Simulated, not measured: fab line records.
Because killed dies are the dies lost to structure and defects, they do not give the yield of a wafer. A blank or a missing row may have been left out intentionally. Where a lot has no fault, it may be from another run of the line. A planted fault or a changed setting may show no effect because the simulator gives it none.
Split-lot experiment / flow n5 finfet / 21 wafers read across 7 lots, on a route 1938 steps long

== ON THE SPLIT ==
At N5_BEOL_M8_ETCH_62 (etches SOC in N2/H2, target depth 110 nm, overetch 22 nm, time 165 s), the setting source w was moved away from the recipe's 840 W on 6 of the 21 wafers read, by -11.8% to +15.3%. The other wafers ran this setting at the recipe's value.

Reading taken at the split's own step.

== THE READING ==
rf vpp V, in V, at N5_BEOL_M8_ETCH_62 (etches SOC in N2/H2, target depth 110 nm, overetch 22 nm, time 165 s). Fault-free wafers of this fab line usually give 523.3 V, standard deviation 2.6 V.

wafer=L076.3; tool, chamber at the split=rie diel-01, 3; source w as run, W=840; against the recipe=recipe; rf vpp V, V=520.4; against lot-mates on the recipe=-
wafer=L076.4; tool, chamber at the split=rie diel-01, 0; source w as run, W=840; against the recipe=recipe; rf vpp V, V=522.4; against lot-mates on the recipe=-
wafer=L076.5; tool, chamber at the split=rie diel-01, 3; source w as run, W=840; against the recipe=recipe; rf vpp V, V=521.5; against lot-mates on the recipe=-
wafer=L079.1; tool, chamber at the split=rie diel-01, 2; source w as run, W=840; against the recipe=recipe; rf vpp V, V=524.2; against lot-mates on the recipe=-
wafer=L079.5; tool, chamber at the split=rie diel-01, 3; source w as run, W=840; against the recipe=recipe; rf vpp V, V=520.7; against lot-mates on the recipe=-
wafer=L079.6; tool, chamber at the split=rie diel-01, 0; source w as run, W=840; against the recipe=recipe; rf vpp V, V=522.1; against lot-mates on the recipe=-
wafer=L085.1; tool, chamber at the split=rie diel-01, 2; source w as run, W=743.7; against the recipe=-11.5%; rf vpp V, V=545.2; against lot-mates on the recipe=+24.4
wafer=L085.3; tool, chamber at the split=rie diel-01, 0; source w as run, W=840; against the recipe=recipe; rf vpp V, V=520.8; against lot-mates on the recipe=-
wafer=L085.5; tool, chamber at the split=rie diel-01, 0; source w as run, W=743.7; against the recipe=-11.5%; rf vpp V, V=541.8; against lot-mates on the recipe=+21.0
wafer=L086.1; tool, chamber at the split=rie diel-02, 0; source w as run, W=840; against the recipe=recipe; rf vpp V, V=522.4; against lot-mates on the recipe=-
wafer=L086.2; tool, chamber at the split=rie diel-02, 2; source w as run, W=968.5; against the recipe=+15.3%; rf vpp V, V=497.0; against lot-mates on the recipe=-28.0
wafer=L086.3; tool, chamber at the split=rie diel-02, 3; source w as run, W=840; against the recipe=recipe; rf vpp V, V=527.7; against lot-mates on the recipe=-
wafer=L087.3; tool, chamber at the split=rie diel-01, 0; source w as run, W=840; against the recipe=recipe; rf vpp V, V=522.9; against lot-mates on the recipe=-
wafer=L087.4; tool, chamber at the split=rie diel-01, 3; source w as run, W=840; against the recipe=recipe; rf vpp V, V=519.9; against lot-mates on the recipe=-
wafer=L087.5; tool, chamber at the split=rie diel-01, 1; source w as run, W=840; against the recipe=recipe; rf vpp V, V=527.8; against lot-mates on the recipe=-
wafer=L089.1; tool, chamber at the split=rie diel-04, 1; source w as run, W=840; against the recipe=recipe; rf vpp V, V=521.1; against lot-mates on the recipe=-
wafer=L089.4; tool, chamber at the split=rie diel-04, 2; source w as run, W=840; against the recipe=recipe; rf vpp V, V=525.4; against lot-mates on the recipe=-
wafer=L089.5; tool, chamber at the split=rie diel-04, 1; source w as run, W=917.2; against the recipe=+9.2%; rf vpp V, V=506.6; against lot-mates on the recipe=-16.6
wafer=L088.3; tool, chamber at the split=rie diel-01, 0; source w as run, W=840; against the recipe=recipe; rf vpp V, V=523.1; against lot-mates on the recipe=-
wafer=L088.4; tool, chamber at the split=rie diel-01, 3; source w as run, W=741.1; against the recipe=-11.8%; rf vpp V, V=542.5; against lot-mates on the recipe=+19.4
wafer=L088.5; tool, chamber at the split=rie diel-01, 3; source w as run, W=741.1; against the recipe=-11.8%; rf vpp V, V=542.7; against lot-mates on the recipe=+19.6

THE FIT
A straight line over all 21 wafers: rf vpp V changes by -1.73 V for each +1% of source w; r = -0.98; the points scatter about the line by 2.2 V.
The same after taking each lot's own level away (the mean of its wafers on the recipe; 21 wafers): -1.82 V for each +1%; r = -0.99; scatter 2.1 V.
On that fit, the largest move of source w shifts the reading by 28 V.
The span of the lots' own levels, 520.80 to 525.05 V, comes to 1.6 times the standard deviation stated above.
The two slopes are in agreement: the lot-to-lot level therefore moves the slope only a little.
Check: for one of the wafers moved furthest among these (+15.3%), held out of the fit, the line's prediction against its lot-mates is -27.7 V. It came out at -28 V against them.
Tool readings at the split's step, against how far the setting was moved: rf vpp V r = -0.98.

== OTHER SPLITS ON THESE WAFERS ==
These wafers also went through other splits before the reading. Each is held against what the fit with the lots' levels taken away leaves over:
other split on the same wafers=N5_BEOL_M7_TRENCH_ETCH_37 time s; wafers away from the commonest value=6; r with rf vpp V (lot level and that fit taken away)=+0.05

== FILE'S OWN FIT ==
rf vpp V changes by -1.82 V for each +1% of source w, r = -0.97.
